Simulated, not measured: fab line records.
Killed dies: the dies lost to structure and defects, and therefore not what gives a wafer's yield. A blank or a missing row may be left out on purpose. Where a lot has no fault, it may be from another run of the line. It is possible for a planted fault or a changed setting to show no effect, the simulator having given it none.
Lot-split experiment / flow n5Finfet / on a route of 1938 steps: 7 lots, 39 wafers read

## ABOUT THE SPLIT
At N5_BEOL_M0_SAQP_DESCUM_19 (chemistry O2, time 7.9 s), the setting timeS was moved away from the recipe's 7.9 s on 15 of the 39 wafers read, by -46.2% to +41.8%. All remaining wafers had this setting at the recipe value.

No step appears in the file between the split and the reading.

## THE READING
CAR-ArF_of_BEOL_M0_SAQP_COAT_08.thkNm (the simulator's own value, which no gauge read), in nm, at N5_BEOL_M0_SAQP_ETCH_83 (etches SiARC in CF4, target depth 39 nm, time 65 s). The file gives no usual value for it. Across the 24 wafers here that went through the recipe, the average is 55.6 nm and the standard deviation 0.27 nm.

wafer=L075.1; tool, chamber at the split=rieDiel-05, 2; timeS as run, s=7.9; against the recipe=recipe; CAR-ArF_of_BEOL_M0_SAQP_COAT_08.thkNm, nm=56; against lot-mates on the recipe=-
wafer=L075.4; tool, chamber at the split=rieDiel-05, 1,0; timeS as run, s=7.9; against the recipe=recipe; CAR-ArF_of_BEOL_M0_SAQP_COAT_08.thkNm, nm=56; against lot-mates on the recipe=-
wafer=L075.2; tool, chamber at the split=rieDiel-05, 3; timeS as run, s=6.33; against the recipe=-19.9%; CAR-ArF_of_BEOL_M0_SAQP_COAT_08.thkNm, nm=56.8; against lot-mates on the recipe=+0.9
wafer=L075.3; tool, chamber at the split=rieDiel-05, 1,0; timeS as run, s=7.9; against the recipe=recipe; CAR-ArF_of_BEOL_M0_SAQP_COAT_08.thkNm, nm=55.8; against lot-mates on the recipe=-
wafer=L075.5; tool, chamber at the split=rieDiel-05, 2; timeS as run, s=6.33; against the recipe=-19.9%; CAR-ArF_of_BEOL_M0_SAQP_COAT_08.thkNm, nm=57; against lot-mates on the recipe=+1.1
wafer=L075.6; tool, chamber at the split=rieDiel-05, 3; timeS as run, s=6.33; against the recipe=-19.9%; CAR-ArF_of_BEOL_M0_SAQP_COAT_08.thkNm, nm=57; against lot-mates on the recipe=+1.1
wafer=L076.1; tool, chamber at the split=rieDiel-05, 0,3; timeS as run, s=7.9; against the recipe=recipe; CAR-ArF_of_BEOL_M0_SAQP_COAT_08.thkNm, nm=55.6; against lot-mates on the recipe=-
wafer=L076.2; tool, chamber at the split=rieDiel-05, 0,3; timeS as run, s=7.9; against the recipe=recipe; CAR-ArF_of_BEOL_M0_SAQP_COAT_08.thkNm, nm=55.6; against lot-mates on the recipe=-
wafer=L076.3; tool, chamber at the split=rieDiel-05, 2; timeS as run, s=7.9; against the recipe=recipe; CAR-ArF_of_BEOL_M0_SAQP_COAT_08.thkNm, nm=55.4; against lot-mates on the recipe=-
wafer=L076.4; tool, chamber at the split=rieDiel-05, 1,3; timeS as run, s=7.9; against the recipe=recipe; CAR-ArF_of_BEOL_M0_SAQP_COAT_08.thkNm, nm=55.4; against lot-mates on the recipe=-
wafer=L076.6; tool, chamber at the split=rieDiel-05, 1,3; timeS as run, s=7.9; against the recipe=recipe; CAR-ArF_of_BEOL_M0_SAQP_COAT_08.thkNm, nm=55.4; against lot-mates on the recipe=-
wafer=L076.5; tool, chamber at the split=rieDiel-05, 0; timeS as run, s=7.9; against the recipe=recipe; CAR-ArF_of_BEOL_M0_SAQP_COAT_08.thkNm, nm=55.2; against lot-mates on the recipe=-
wafer=L077.1; tool, chamber at the split=rieDiel-06, 3,0; timeS as run, s=4.25; against the recipe=-46.2%; CAR-ArF_of_BEOL_M0_SAQP_COAT_08.thkNm, nm=57.6; against lot-mates on the recipe=+2.2
wafer=L077.6; tool, chamber at the split=rieDiel-06, 3,0; timeS as run, s=4.25; against the recipe=-46.2%; CAR-ArF_of_BEOL_M0_SAQP_COAT_08.thkNm, nm=57.6; against lot-mates on the recipe=+2.2
wafer=L077.2; tool, chamber at the split=rieDiel-06, 2,1,1; timeS as run, s=7.9; against the recipe=recipe; CAR-ArF_of_BEOL_M0_SAQP_COAT_08.thkNm, nm=55.4; against lot-mates on the recipe=-
wafer=L077.4; tool, chamber at the split=rieDiel-06, 2,1,1; timeS as run, s=7.9; against the recipe=recipe; CAR-ArF_of_BEOL_M0_SAQP_COAT_08.thkNm, nm=55.4; against lot-mates on the recipe=-
wafer=L077.5; tool, chamber at the split=rieDiel-06, 2,1,1; timeS as run, s=7.9; against the recipe=recipe; CAR-ArF_of_BEOL_M0_SAQP_COAT_08.thkNm, nm=55.4; against lot-mates on the recipe=-
wafer=L077.3; tool, chamber at the split=rieDiel-06, 0; timeS as run, s=4.25; against the recipe=-46.2%; CAR-ArF_of_BEOL_M0_SAQP_COAT_08.thkNm, nm=57.4; against lot-mates on the recipe=+2.0
wafer=L078.1; tool, chamber at the split=rieDiel-06, 0; timeS as run, s=11.03; against the recipe=+39.6%; CAR-ArF_of_BEOL_M0_SAQP_COAT_08.thkNm, nm=54; against lot-mates on the recipe=-2.0
wafer=L078.2; tool, chamber at the split=rieDiel-06, 2; timeS as run, s=7.9; against the recipe=recipe; CAR-ArF_of_BEOL_M0_SAQP_COAT_08.thkNm, nm=56.2; against lot-mates on the recipe=-
wafer=L078.3; tool, chamber at the split=rieDiel-06, 1,3; timeS as run, s=7.9; against the recipe=recipe; CAR-ArF_of_BEOL_M0_SAQP_COAT_08.thkNm, nm=56; against lot-mates on the recipe=-
wafer=L078.4; tool, chamber at the split=rieDiel-06, 3,0; timeS as run, s=11.03; against the recipe=+39.6%; CAR-ArF_of_BEOL_M0_SAQP_COAT_08.thkNm, nm=53.8; against lot-mates on the recipe=-2.2
wafer=L078.5; tool, chamber at the split=rieDiel-06, 3,0; timeS as run, s=11.03; against the recipe=+39.6%; CAR-ArF_of_BEOL_M0_SAQP_COAT_08.thkNm, nm=53.8; against lot-mates on the recipe=-2.2
wafer=L078.6; tool, chamber at the split=rieDiel-06, 1,3; timeS as run, s=7.9; against the recipe=recipe; CAR-ArF_of_BEOL_M0_SAQP_COAT_08.thkNm, nm=55.8; against lot-mates on the recipe=-
wafer=L093.2; tool, chamber at the split=rieDiel-03, 1; timeS as run, s=7.9; against the recipe=recipe; CAR-ArF_of_BEOL_M0_SAQP_COAT_08.thkNm, nm=55.4; against lot-mates on the recipe=-
wafer=L093.4; tool, chamber at the split=rieDiel-03, 1; timeS as run, s=7.9; against the recipe=recipe; CAR-ArF_of_BEOL_M0_SAQP_COAT_08.thkNm, nm=55.4; against lot-mates on the recipe=-
wafer=L093.5; tool, chamber at the split=rieDiel-03, 0; timeS as run, s=7.9; against the recipe=recipe; CAR-ArF_of_BEOL_M0_SAQP_COAT_08.thkNm, nm=55.6; against lot-mates on the recipe=-
wafer=L094.1; tool, chamber at the split=rieDiel-06, 1,2; timeS as run, s=10.71; against the recipe=+35.6%; CAR-ArF_of_BEOL_M0_SAQP_COAT_08.thkNm, nm=53.8; against lot-mates on the recipe=-1.9
wafer=L094.4; tool, chamber at the split=rieDiel-06, 1,2; timeS as run, s=10.71; against the recipe=+35.6%; CAR-ArF_of_BEOL_M0_SAQP_COAT_08.thkNm, nm=53.8; against lot-mates on the recipe=-1.9
wafer=L094.2; tool, chamber at the split=rieDiel-06, 3; timeS as run, s=7.9; against the recipe=recipe; CAR-ArF_of_BEOL_M0_SAQP_COAT_08.thkNm, nm=56; against lot-mates on the recipe=-
wafer=L094.3; tool, chamber at the split=rieDiel-06, 0; timeS as run, s=7.9; against the recipe=recipe; CAR-ArF_of_BEOL_M0_SAQP_COAT_08.thkNm, nm=55.4; against lot-mates on the recipe=-
wafer=L094.5; tool, chamber at the split=rieDiel-06, 3; timeS as run, s=7.9; against the recipe=recipe; CAR-ArF_of_BEOL_M0_SAQP_COAT_08.thkNm, nm=55.8; against lot-mates on the recipe=-
wafer=L094.6; tool, chamber at the split=rieDiel-06, 0; timeS as run, s=10.71; against the recipe=+35.6%; CAR-ArF_of_BEOL_M0_SAQP_COAT_08.thkNm, nm=53.6; against lot-mates on the recipe=-2.1
wafer=L097.1; tool, chamber at the split=rieDiel-06, 3,0; timeS as run, s=7.9; against the recipe=recipe; CAR-ArF_of_BEOL_M0_SAQP_COAT_08.thkNm, nm=55.4; against lot-mates on the recipe=-
wafer=L097.2; tool, chamber at the split=rieDiel-06, 2; timeS as run, s=7.9; against the recipe=recipe; CAR-ArF_of_BEOL_M0_SAQP_COAT_08.thkNm, nm=55.8; against lot-mates on the recipe=-
wafer=L097.3; tool, chamber at the split=rieDiel-06, 0,1; timeS as run, s=11.2; against the recipe=+41.8%; CAR-ArF_of_BEOL_M0_SAQP_COAT_08.thkNm, nm=53.4; against lot-mates on the recipe=-2.2
wafer=L097.4; tool, chamber at the split=rieDiel-06, 0,1; timeS as run, s=11.2; against the recipe=+41.8%; CAR-ArF_of_BEOL_M0_SAQP_COAT_08.thkNm, nm=53.6; against lot-mates on the recipe=-2.0
wafer=L097.6; tool, chamber at the split=rieDiel-06, 1; timeS as run, s=11.2; against the recipe=+41.8%; CAR-ArF_of_BEOL_M0_SAQP_COAT_08.thkNm, nm=53.6; against lot-mates on the recipe=-2.0
wafer=L097.5; tool, chamber at the split=rieDiel-06, 3,0; timeS as run, s=7.9; against the recipe=recipe; CAR-ArF_of_BEOL_M0_SAQP_COAT_08.thkNm, nm=55.6; against lot-mates on the recipe=-
Where a row lists several chambers, the file gives one row for several wafers and doesn't say which wafer went through which chamber.

THE FIT
A straight line over all 39 wafers: CAR-ArF_of_BEOL_M0_SAQP_COAT_08.thkNm changes by -0.0476 nm for each +1% of timeS; r = -0.97; the points scatter about the line by 0.27 nm.
The same after taking each lot's own level away (the mean of its wafers on the recipe; 39 wafers): -0.0504 nm for each +1%; r = -0.99; scatter 0.16 nm.
According to that fit, moving timeS by its largest amount changes the reading by 2.3 nm.
The span of the lots' own levels, 55.40 to 56.00 nm, comes to 2.3 times the standard deviation stated above.
So the lot-to-lot level changes the slope little: the two slopes agree.
Check: +2.31 nm against its lot-mates is what the line predicts for one of the wafers moved furthest among these (-46.2%) when that wafer is left out of the fit. Against them it came out at +2.2 nm.

## OTHER SPLITS ON THESE WAFERS
Note: prior to the reading, these wafers also went through further splits. Each is held against what the fit with the lots' levels taken away leaves over:
other split on the same wafers=N5_ZERO_LAYER_DEVELOP_10 developTimeS; wafers away from the commonest value=12; r with CAR-ArF_of_BEOL_M0_SAQP_COAT_08.thkNm (lot level and that fit taken away)=-0.07
other split on the same wafers=N5_FIN_SAQP_PECVD_06 timeS; wafers away from the commonest value=15; r with CAR-ArF_of_BEOL_M0_SAQP_COAT_08.thkNm (lot level and that fit taken away)=-0.08
other split on the same wafers=N5_DUMMY_GATE_ETCH_32 timeS; wafers away from the commonest value=12; r with CAR-ArF_of_BEOL_M0_SAQP_COAT_08.thkNm (lot level and that fit taken away)=+0.12

## THE WHOLE CHAIN: every reading that the file lists as answering this split, in the file's order
step=N5_BEOL_M0_SAQP_DESCUM_19; what it does=chemistry O2, time 7.9 s; reading=CAR-ArF_of_BEOL_M0_SAQP_COAT_08.thkNm (the simulator's own value, which no gauge read); change (the file's fit)=-0.0499 nm for each +1% of the setting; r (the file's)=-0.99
step=N5_BEOL_M0_SAQP_ETCH_83; what it does=etches SiARC in CF4, target depth 39 nm, time 65 s; reading=CAR-ArF_of_BEOL_M0_SAQP_COAT_08.thkNm (the simulator's own value, which no gauge read); change (the file's fit)=-0.0507 nm for each +1% of the setting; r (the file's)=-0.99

## FILE'S OWN FIT
CAR-ArF_of_BEOL_M0_SAQP_COAT_08.thkNm changes by -0.0507 nm for each +1% of timeS, r = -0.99.
